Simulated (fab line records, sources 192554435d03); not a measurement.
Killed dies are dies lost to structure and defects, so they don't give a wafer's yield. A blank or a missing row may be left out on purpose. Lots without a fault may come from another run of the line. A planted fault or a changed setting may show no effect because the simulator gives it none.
fab line records | flow n5_finfet
record lots=6 wafers=16 last_day=18
route steps=1938 shown FIN_SAQP@102 BEOL_M4@1111 PASSIVATION@1936
lots that met no fault: from a run of the same line without faults
start_h: hours from the record's first day to the start of the lot's first wafer shown | wait_h: hours since the lot's step before | " the same as in the row above | L1.1+2: a row that stands for several wafers | - no value, or no start given | * or withheld: withheld | < > ~ a bound
route shown NAME@n: a module of which the file shows steps, and the number in the route of the first | usual: mean/standard deviation of fault-free wafers | same: alike in all rows | chamber/n: place in a boat | sites: the reading at each site | _std_site: their standard deviation | _edge_site: outer sites' mean less inner sites' | radius_mm: how far each site lies from the wafer's centre | mask NAME#n: copy n | behind: the tool/chamber that last shaped the wafer | hold: why the lot was held/for how many hours/how that ended | device: the transistor (n, p or np) that didn't switch | end of line: the same wafers' tests at the end of the route | a step without rows: its recipe alone | killed: dies lost to structure and defects at the first sort, not the wafer's yield | map: a wafer's dies, x killed, . not, _ none there
set.NAME: the setting as run; set.NAME@STEP: as run at that earlier step | model.NAME: the simulator's own value behind a step, which no gauge read
lots at some steps of the route; a table a step, a row a wafer
services: from which hour (start_h, from the record's first day; less than 0 if before it) a tool's chamber was out of use, for how many hours, and why
## steps
# step N5_FIN_SAQP_HM_DEP_72
# recipe material=SiO2 target_thk_a=120 temp_c=400 precursor=SiH4/N2O pressure_torr=0.75 rf_w=275 time_s=7.2
# usual heater_power_outer_w=470/56 heater_power_w=804/86 showerhead_plenum_p_Torr=8.18/0.18
# columns lot.wafer tool chamber start_h wait_h heater_power_outer_w heater_power_w showerhead_plenum_p_Torr
L724.2 pecvd-02 1 44.90 0.0 489 799 7.95
L724.3 " 2 " " 494 826 8.23
L724.5 " 0 " " 539 893 8.08
L727.1 pecvd-02 1 63.92 0.0 488 777 7.99
L727.3 " 1 " " 496 798 7.97
L727.4 " 0 " " 536 899 8.08
L728.2 pecvd-03 1 69.55 0.0 451 782 8.54
L728.3 " 0 " " 408 769 8.13
L728.4 " 2 " " 375 644 8.09
L738.2 pecvd-02 2 129.85 0.0 498 889 8.21
L738.3 " 0 " " 532 908 8.10
L740.3 pecvd-04 2 141.94 0.0 477 808 8.13
L740.5 " 2 " " 461 811 8.12
L742.1 pecvd-03 0 153.16 0.0 505 911 8.10
L742.3 " 1 " " 439 741 8.52
L742.5 " 0 " " 514 906 8.13
# step N5_FIN_SAQP_COAT_49
# recipe resist=SOC temp_c=250 time_s=60 spin_rpm=1500 resist_thk_nm=100
# step N5_FIN_SAQP_COAT_50
# recipe resist=SiARC temp_c=220 time_s=60 spin_rpm=1500 resist_thk_nm=35
# step N5_FIN_SAQP_COAT_10
# recipe resist=CAR-ArF spin_rpm=1500 resist_thk_nm=90
# step N5_FIN_SAQP_EBR_12
# recipe solvent=PGMEA ebr_width_mm=1.5
# step N5_FIN_SAQP_SOFTBAKE_11
# recipe temp_c=110 time_s=60 resist=CAR-ArF
# step N5_FIN_SAQP_EXPOSE_13
# recipe mask_id=FIN_CORE na=1.35 source_shape=dipole sigma_inner=0.538 sigma_outer=0.738 polarization=te target_cd_nm=35.6 dose_mj=63.25
# step N5_FIN_SAQP_PEB_14
# recipe peb_temp_c=withheld peb_time_s=60 resist=CAR-ArF
# step N5_FIN_SAQP_DEVELOP_15
# recipe develop_time_s=30 developer=TMAH resist=CAR-ArF dev_temp_c=23 rinse_liquid=diw dry=air_spin
# step N5_FIN_SAQP_CD_MEAS_16
# recipe target_cd_nm=35.6 landing_energy_ev=500 detector=se_inlens
# usual cd_nm=35.59/0.3
# columns lot.wafer tool chamber start_h wait_h cd_nm
L724.2 cd_sem-01 0 45.22 - 35.70
L724.3 " 0 " " 35.55
L724.5 " 0 " " 35.55
L727.1 cd_sem-02 0 64.39 - 36.19
L727.3 " 0 " " 35.84
L727.4 " 0 " " 35.66
L728.2 cd_sem-03 0 70.00 - 35.36
L728.3 " 0 " " 35.65
L728.4 " 0 " " 36.10
L738.2 cd_sem-01 0 130.31 - 35.70
L738.3 " 0 " " 35.36
L740.3 cd_sem-01 0 142.28 - 35.79
L740.5 " 0 " " 35.34
L742.1 cd_sem-03 0 153.62 - 35.39
L742.3 " 0 " " 35.81
L742.5 " 0 " " 35.60
# step N5_FIN_SAQP_OVL_MEAS_17
# recipe points_per_wafer=44
# usual FIN_CORE_OVL=0.2/0.79
# columns lot.wafer tool chamber start_h wait_h FIN_CORE_OVL[nm]
L724.2 overlay-01 0 45.26 0.0 0.2
L724.3 " 0 " " 0.0
L724.5 " 0 " " -0.1
L727.1 overlay-02 0 64.43 0.0 -0.1
L727.3 " 0 " " -1.0
L727.4 " 0 " " 0.2
L728.2 overlay-01 0 70.05 0.0 -0.7
L728.3 " 0 " " -0.6
L728.4 " 0 " " -1.1
L738.2 overlay-02 0 130.34 0.0 0.0
L738.3 " 0 " " 2.2
L740.3 overlay-02 0 142.31 0.0 -0.8
L740.5 " 0 " " 0.7
L742.1 overlay-02 0 153.66 0.0 0.2
L742.3 " 0 " " -0.5
L742.5 " 0 " " -0.5
# step N5_FIN_SAQP_INSPECT_18
# recipe mode=adi inspect_instrument=brightfield
# usual raw_defect_count=353/100
# columns lot.wafer tool chamber start_h wait_h raw_defect_count
L724.2 defect_inspect-02 - 45.28 0.0 314
L724.3 " - " " 383
L724.5 " - " " 546
L727.1 defect_inspect-01 - 64.46 0.0 184
L727.3 " - " " 215
L727.4 " - " " 268
L728.2 defect_inspect-01 - 70.07 0.0 367
L728.3 " - " " 254
L728.4 " - " " 311
L738.2 defect_inspect-02 - 130.37 0.0 207
L738.3 " - " " 254
L740.3 defect_inspect-02 - 142.33 0.0 307
L740.5 " - " " 392
L742.1 defect_inspect-02 - 153.69 0.0 346
L742.3 " - " " 272
L742.5 " - " " 275
# step N5_FIN_SAQP_DESCUM_21
# recipe chemistry=O2 time_s=7.9 source_power_w=50 bias_power_w=20 pressure_mtorr=20 rf_frequency_hz=2.712e+07 temp_c=40 resist=CAR-ArF o2_flow_sccm=225
# usual drypump_motor_current_A=6.0/0.51 oes_product_au=0.77/0.081 rf_vpp_V=243.1/1.6 showerhead_plenum_p_Torr=2.10/0.084 temp_c=40.00/0.12 throttle_valve_pct=20.34/0.27
# columns lot.wafer tool chamber start_h wait_h drypump_motor_current_A oes_product_au rf_hours_counter_h rf_vpp_V showerhead_plenum_p_Torr temp_c throttle_valve_pct model.CAR-ArF_of_FIN_SAQP_COAT_10.thk_nm
L724.2 rie_diel-02 1 45.64 0.4 6.5 0.68 242 241.1 1.96 40.11 20.32 83.54
L724.3 " 2 " " 5.7 0.88 31 243.8 2.12 39.94 20.27 83.39
L724.5 " 2 " " 5.6 0.89 - 243.7 2.12 40.00 20.27 83.46
L727.1 rie_diel-05 0 64.79 0.3 5.6 0.71 205 243.9 2.17 39.95 20.73 83.47
L727.3 " 1 " " 6.5 0.73 164 243.5 2.07 39.83 19.90 83.66
L727.4 " 2 " " 5.6 0.75 152 243.6 2.18 40.06 20.59 83.65
L728.2 rie_diel-05 2 70.11 0.0 5.6 0.76 154 243.2 2.18 40.05 20.61 83.29
L728.3 " 0 " " 5.6 0.71 207 243.6 2.17 40.20 20.74 83.04
L728.4 " 1 " " 6.5 0.74 166 242.7 2.07 39.92 19.93 83.42
L738.2 rie_diel-05 1 130.67 0.3 6.5 0.73 185 243.3 2.06 39.91 19.94 85.37
L738.3 " 2 " " 5.6 0.73 170 242.8 2.17 40.00 20.62 83.62
L740.3 rie_diel-05 0 142.37 0.0 5.7 0.69 229 243.9 2.16 40.14 20.77 83.54
L740.5 " 2 " " 5.6 0.74 - 244.8 2.17 40.24 20.63 85.09
L742.1 rie_diel-02 1 153.72 0.0 6.5 0.94 13 246.8 2.22 40.08 19.92 84.36
L742.3 " 0 " " 6.3 0.71 196 242.0 2.16 39.97 20.07 84.02
L742.5 " 0 " " 6.3 0.72 - 244.4 2.15 40.01 20.07 84.12
# step N5_FIN_SAQP_ETCH_51
# recipe chemistry=CF4 target=SiARC target_depth_a=455 mask_material=CAR-ArF time_s=75.8 ion_energy_ev=80 pressure_mtorr=40 source_w=545 bias_w=36 Ar_flow_sccm=100 cf4_flow_sccm=100 ends=cleared
# usual cf4_flow_sccm=100.0/0.32 drypump_motor_current_A=6.0/0.52 etch_rf_on_time_s=75.7/1.9 oes_product_au=0.66/0.072 rf_vpp_V=184.2/1.3 showerhead_plenum_p_Torr=2.16/0.08 throttle_valve_pct=15.55/0.22
# columns lot.wafer tool chamber start_h wait_h cf4_flow_sccm drypump_motor_current_A etch_rf_on_time_s oes_product_au rf_hours_counter_h rf_vpp_V showerhead_plenum_p_Torr throttle_valve_pct model.CAR-ArF_of_FIN_SAQP_COAT_10.thk_nm
L724.2 rie_diel-02 1 45.67 0.0 100.1 6.5 79.0 0.58 242 182.2 2.03 15.69 50.89
L724.3 " 2 " " 100.0 5.6 74.4 0.77 31 185.1 2.17 15.40 50.73
L724.5 " 2 " " 99.8 5.6 74.8 0.77 - 184.4 2.17 15.38 50.81
L727.1 rie_diel-05 0 64.82 0.0 100.0 5.6 76.3 0.60 205 185.6 2.22 15.91 50.76
L727.3 " 1 " " 100.4 6.5 76.8 0.63 164 183.6 2.13 15.22 51.02
L727.4 " 2 " " 99.7 5.6 77.2 0.63 152 185.8 2.23 15.75 50.92
L728.2 rie_diel-05 2 70.14 0.0 99.4 5.6 77.1 0.63 154 185.2 2.23 15.75 50.7
L728.3 " 0 " " 99.8 5.6 75.2 0.61 207 184.5 2.22 15.90 50.52
L728.4 " 1 " " 100.7 6.5 75.7 0.62 166 183.7 2.13 15.23 50.92
L738.2 rie_diel-05 1 130.70 0.0 99.2 6.5 76.5 0.61 185 182.9 2.12 15.27 52.79
L738.3 " 2 " " 100.6 5.6 77.6 0.61 170 183.1 2.22 15.78 51.1
L740.3 rie_diel-05 0 142.40 0.0 100.3 5.6 76.6 0.59 230 185.5 2.21 15.94 50.79
L740.5 " 2 " " 99.9 5.5 77.5 0.61 - 185.4 2.22 15.79 52.5
L742.1 rie_diel-02 1 153.76 0.0 99.7 6.5 75.5 0.80 13 185.4 2.28 15.22 51.82
L742.3 " 0 " " 100.4 6.2 75.4 0.61 196 182.5 2.22 15.39 51.52
L742.5 " 0 " " 100.2 6.3 75.3 0.61 - 185.9 2.22 15.39 51.59
# step N5_FIN_SAQP_ETCH_52
# recipe chemistry=N2/H2 target=SOC target_depth_a=1000 overetch_a=200 mask_material=SiARC temp_c=40 time_s=150 ion_energy_ev=200 pressure_mtorr=30 source_w=840 bias_w=150 n2_flow_sccm=200 h2_flow_sccm=200 ends=end_point
# usual drypump_motor_current_A=6.0/0.52 oes_product_au=0.69/0.069 rf_vpp_V=524.4/2.8 showerhead_plenum_p_Torr=2.56/0.099 temp_c=40.01/0.12 throttle_valve_pct=17.77/0.21
# columns lot.wafer tool chamber start_h wait_h drypump_motor_current_A oes_product_au rf_hours_counter_h rf_vpp_V showerhead_plenum_p_Torr temp_c throttle_valve_pct
L724.2 rie_diel-02 1 45.73 0.0 6.5 0.61 242 519.9 2.40 39.91 17.87
L724.3 " 2 " " 5.7 0.79 31 526.7 2.61 40.12 17.90
L724.5 " 2 " " 5.7 0.78 - 525.3 2.61 40.21 17.91
L727.1 rie_diel-05 0 64.88 0.0 5.6 0.64 205 526.2 2.61 39.97 17.97
L727.3 " 1 " " 6.5 0.67 164 521.8 2.55 40.04 17.46
L727.4 " 2 " " 5.6 0.67 152 525.7 2.65 39.97 18.04
L728.2 rie_diel-05 2 70.20 0.0 5.6 0.66 155 527.1 2.65 40.11 18.06
L728.3 " 0 " " 5.6 0.64 207 525.8 2.61 39.82 17.99
L728.4 " 1 " " 6.5 0.66 166 522.4 2.55 40.10 17.48
L738.2 rie_diel-05 1 130.76 0.0 6.5 0.65 185 523.9 2.54 40.06 17.52
L738.3 " 2 " " 5.6 0.66 170 526.7 2.64 39.96 18.05
L740.3 rie_diel-05 0 142.46 0.0 5.6 0.62 230 526.3 2.60 39.74 18.03
L740.5 " 2 " " 5.6 0.65 - 528.2 2.64 40.13 18.07
L742.1 rie_diel-02 1 153.81 0.0 6.6 0.83 13 528.7 2.71 39.83 17.42
L742.3 " 0 " " 6.3 0.64 196 526.9 2.62 39.98 17.52
L742.5 " 0 " " 6.3 0.63 - 526.4 2.62 40.05 17.50
# step N5_BEOL_M4_RC_MEAS_101
# usual DIBL_N=36.3/1.8 DIBL_P=36.5/2.1 IOFF_N=0.16/0.031 IOFF_P=0.22/0.038 ION_N=677/12 ION_P=466/7.8 SS_N=71.5/0.61 SS_P=73.2/0.7 VT_N=249/3 VT_P=-248.9/3
# columns lot.wafer tool chamber start_h wait_h DIBL_N[mV/V] DIBL_P[mV/V] IOFF_N[nA/um] IOFF_P[nA/um] ION_N[uA/um] ION_P[uA/um] SS_N[mV/dec] SS_P[mV/dec] VT_N[mV] VT_P[mV]
L724.2 prober-02 0 207.22 0.2 35.4 34.5 0.15 0.20 692 476 70.6 73.4 250 -248.2
L724.3 " 0 " " 36.9 36.3 0.17 0.23 693 473 71.0 72.9 249 -246.7
L724.5 " 0 " " 36.6 36.1 0.16 0.22 697 473 71.6 73.3 251 -246.8
L727.1 prober-02 0 216.87 0.0 37.0 39.4 0.22 0.31 692 484 71.1 73.6 242 -241.3
L727.3 " 0 " " 37.5 40.0 0.22 0.31 707 490 71.5 73.4 241 -240.8
L727.4 " 0 " " 36.3 38.1 0.19 0.28 680 473 71.8 73.4 246 -241.1
L728.2 prober-02 0 226.26 0.2 36.9 37.8 0.15 0.19 671 463 71.3 73.4 252 -254.9
L728.3 " 0 " " 36.9 37.2 0.15 0.20 669 459 71.2 73.2 252 -253.2
L728.4 " 0 " " 36.4 36.7 0.15 0.18 677 463 70.9 73.2 249 -254.6
L738.2 prober-02 0 281.27 0.2 34.6 35.3 0.15 0.20 673 465 71.3 72.4 249 -251.3
L738.3 " 0 " " 35.9 36.2 0.16 0.21 670 459 71.9 72.8 251 -249.7
L740.3 prober-02 0 300.73 0.3 33.9 34.9 0.15 0.21 683 468 70.3 72.7 249 -247.9
L740.5 " 0 " " 32.0 31.9 0.11 0.18 666 468 70.4 72.0 249 -250.1
L742.1 prober-01 0 316.30 0.0 35.0 35.3 0.14 0.22 685 479 71.6 73.0 251 -248.2
L742.3 " 0 " " 36.7 37.8 0.17 0.25 675 471 71.2 73.9 249 -245.9
L742.5 " 0 " " 34.5 35.2 0.14 0.21 689 477 71.6 72.5 250 -250.0
# step N5_PASSIVATION_PROBE_49
# usual defect_limited_yield=91.2/1.5 killed_at_M0_to_M3=33/9.6 killed_at_M4_up=14/5.6 killed_at_contacts=14/5.5 killed_at_front_end=40/13 killed_at_other=4/3 killed_dies=104/17 killed_open=68/13 killed_short=33/7.2 sort_bin_5_function=5.2/0.95 sort_bin_6_memory=3.3/0.62 sort_n_pass=1076/17 sort_yield_pct=91.2/1.5
# same gross_dies=1180 killed_at_back_side=0 sort_bin_4_leakage[%]=0 sort_bin_8_speed[%]=0
# columns lot.wafer tool chamber start_h wait_h defect_limited_yield[%] killed_at_M0_to_M3 killed_at_M4_up killed_at_contacts killed_at_front_end killed_at_other killed_dies killed_open killed_short sort_bin_5_function[%] sort_bin_6_memory[%] sort_n_pass sort_yield_pct[%]
L727.1 prober-01 - 322.49 0.0 90.6 46 11 25 28 1 111 67 41 4.7 4.1 1069 90.6
L727.3 prober-01 - 322.59 0.1 92.2 26 10 21 32 3 92 63 29 5.1 2.5 1088 92.2
L727.4 prober-01 - 322.64 0.2 91.0 32 14 26 34 0 106 70 31 4.2 3.8 1074 91.0
L738.2 prober-01 - 393.89 0.1 91.5 43 16 9 32 0 100 71 29 4.9 3.4 1080 91.5
L738.3 prober-01 - 393.94 0.1 91.0 34 25 15 31 1 106 63 42 5.1 3.9 1074 91.0
# killed by level:class
L727.1 MOL_CONTACT_COAG:geometric_particle:open=17 BEOL_M0_SAQP:geometric_particle:short=12 BEOL_M2:geometric_particle:open=10 BEOL_M0_SAQP:geometric_particle:open=9 MOL_CONTACT_COAG:geometric_particle:short=8 STI_FIN_REVEAL:geometric_particle:open=4 STARTING-WAFER:geometric_particle:short=4 FIN_SAQP:geometric_particle:open=3
L727.3 MOL_CONTACT_COAG:geometric_particle:open=18 STI_FIN_REVEAL:geometric_particle:open=9 BEOL_M2:geometric_particle:open=7 BEOL_M3:geometric_particle:open=6 FIN_SAQP:geometric_particle:short=5 BEOL_M0_SAQP:geometric_particle:open=5 GATE_CUT:geometric_particle:short=4 STARTING-WAFER:geometric_particle:open=4
L727.4 MOL_CONTACT_COAG:geometric_particle:open=18 BEOL_M2:geometric_particle:open=11 MOL_CONTACT_COAG:geometric_particle:short=8 BEOL_M4:geometric_particle:open=8 BEOL_M0_SAQP:geometric_particle:short=7 STI_FIN_REVEAL:geometric_particle:open=6 DUMMY_GATE:geometric_particle:open=5 BEOL_M3:geometric_particle:open=5
L738.2 BEOL_M0_SAQP:geometric_particle:open=12 BEOL_M4:geometric_particle:open=11 BEOL_M2:geometric_particle:open=9 MOL_CONTACT_COAG:geometric_particle:open=8 BEOL_M0_SAQP:geometric_particle:short=7 BEOL_M3:geometric_particle:open=6 FIN_SAQP:geometric_particle:short=5 STI_FIN_REVEAL:geometric_particle:open=5
L738.3 BEOL_M0_SAQP:geometric_particle:short=15 BEOL_M4:geometric_particle:open=11 MOL_CONTACT_COAG:geometric_particle:open=10 FIN_SAQP:geometric_particle:open=9 BEOL_M0_SAQP:geometric_particle:open=9 MOL_CONTACT_COAG:geometric_particle:short=5 GATE_CUT:geometric_particle:short=4 FIN_SAQP:geometric_particle:short=3
## services
# columns tool chamber start_h hours kind
pecvd-02 1 30.25 5.5 scheduled_down
pecvd-04 0 31.37 2.1 scheduled_down
pecvd-03 - 41.00 0.3 repair
rie_diel-02 0 44.15 1.3 repair
rie_diel-02 - 44.53 0.1 repair
rie_diel-02 1 54.43 23.6 repair
pecvd-02 2 60.07 19.6 repair
pecvd-04 0 63.15 16.5 scheduled_down
pecvd-03 - 77.16 0.7 repair
rie_diel-02 3 78.32 - clean
rie_diel-02 3 78.32 - consumable_replace:focus_ring
rie_diel-02 3 78.32 - consumable_replace:showerhead
rie_diel-02 3 78.32 12.3 scheduled_down
rie_diel-02 3 78.32 12.3 vent_cycle
pecvd-04 1 79.65 2.1 scheduled_down
rie_diel-02 1 90.78 3.3 repair
rie_diel-02 1 94.14 - clean
rie_diel-02 1 94.14 - consumable_replace:focus_ring
rie_diel-02 1 94.14 - consumable_replace:showerhead
rie_diel-02 1 94.14 24.2 scheduled_down
rie_diel-02 1 94.14 24.2 vent_cycle
pecvd-04 0 105.45 5.5 repair
pecvd-02 0 105.46 - calibration
rie_diel-05 2 107.24 8.5 repair
## key
first_sign none at tools or gauges
model_effect step=N5_FIN_SAQP_DESCUM_21 value=CAR-ArF_of_FIN_SAQP_COAT_10.thk_nm without=83.72 struck=85.23
model_effect step=N5_FIN_SAQP_ETCH_51 value=CAR-ArF_of_FIN_SAQP_COAT_10.thk_nm without=51.14 struck=52.65
met_at N5_FIN_SAQP_DESCUM_21
struck_wafers L738.2,L740.5
onset_between 70.11 130.67
fault kind=process_parameter_drift tool=rie_diel-05 chamber=- onset_h=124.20 steps=N5_FIN_SAQP_DESCUM_21 channel=time_s offset=* shape=step end_h=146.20 scope=struck_wafers_only acts_in=* stated=*
